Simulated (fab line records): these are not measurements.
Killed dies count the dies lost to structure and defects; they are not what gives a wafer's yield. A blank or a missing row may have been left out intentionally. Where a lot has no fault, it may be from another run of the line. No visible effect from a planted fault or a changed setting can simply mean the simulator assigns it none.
Matching of chambers	flow nandHarc	aldMetal-01 running NHARC_A_WL_FILL_ALD_02: 4 sister chambers
The step deposits TiN, target thk 2 nm, pulse time 3 s, ald cycles 100. 14 wafers are shown with their chamber, then 7 later ones without.

WAFERS WITH THEIR CHAMBER
wafer	chamber	heaterPowerW (W)	precursorPulseHeightRel
L075.1	0	1001	0.967
L075.2	2	1023	1.012
L075.4	3	932	0.999
L078.2	0	995	1.013
L078.3	3	940	0.980
L078.6	0	996	1.026
L084.1	1	984	0.975
L084.2	0	930	1.018
L084.4	2	1035	0.983
L086.1	0	954	1.001
L086.5	0	963	0.989
L086.6	1	963	0.979
L089.3	0	965	1.023
L089.4	3	939	0.992

SIGNATURES (averages over the wafers above)
reading	chamber 0	chamber 1	chamber 2	chamber 3	scatter within a chamber
heaterPowerW	972.00	973.50	1029.00	937.00	21.2
precursorPulseHeightRel	1.00529	0.97700	0.99750	0.99033	0.0182
Rule: for a wafer and a chamber, the distance is found by dividing, reading by reading, the gap between the wafer's reading and the chamber's mean by the reading's scatter, squaring, summing and taking the root. The wafer belongs to the nearest chamber; if the next one is less than 2 further off, it can't be placed. How the scatter is found: for the shown wafers, subtract from each reading the mean of its chamber, square and add these, divide the total by (wafers less chambers), then take the root.

WAFERS WHOSE CHAMBER IS MISSING
wafer	heaterPowerW (W)	precursorPulseHeightRel
L089.6	1029	1.012
L090.2	972	0.971
L090.4	950	0.966
L090.5	1021	1.015
L093.1	987	1.018
L093.3	964	1.007
L093.4	1032	1.025

EACH ONE'S CHAMBER
wafer	from the rows above	in truth
L089.6	can't be placed: 2 or 0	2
L090.2	can't be placed: 1 or 0 or 3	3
L090.4	can't be placed: 1 or 3 or 0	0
L090.5	can't be placed: 2 or 0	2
L093.1	can't be placed: 0 or 2 or 1 or 3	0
L093.3	can't be placed: 0 or 3 or 1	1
L093.4	can't be placed: 2 or 0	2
Correctly placed: 0 of 7. Cannot be placed on the basis of these rows: 7; the candidates contain the true chamber in 7. Number placed wrongly: 0.
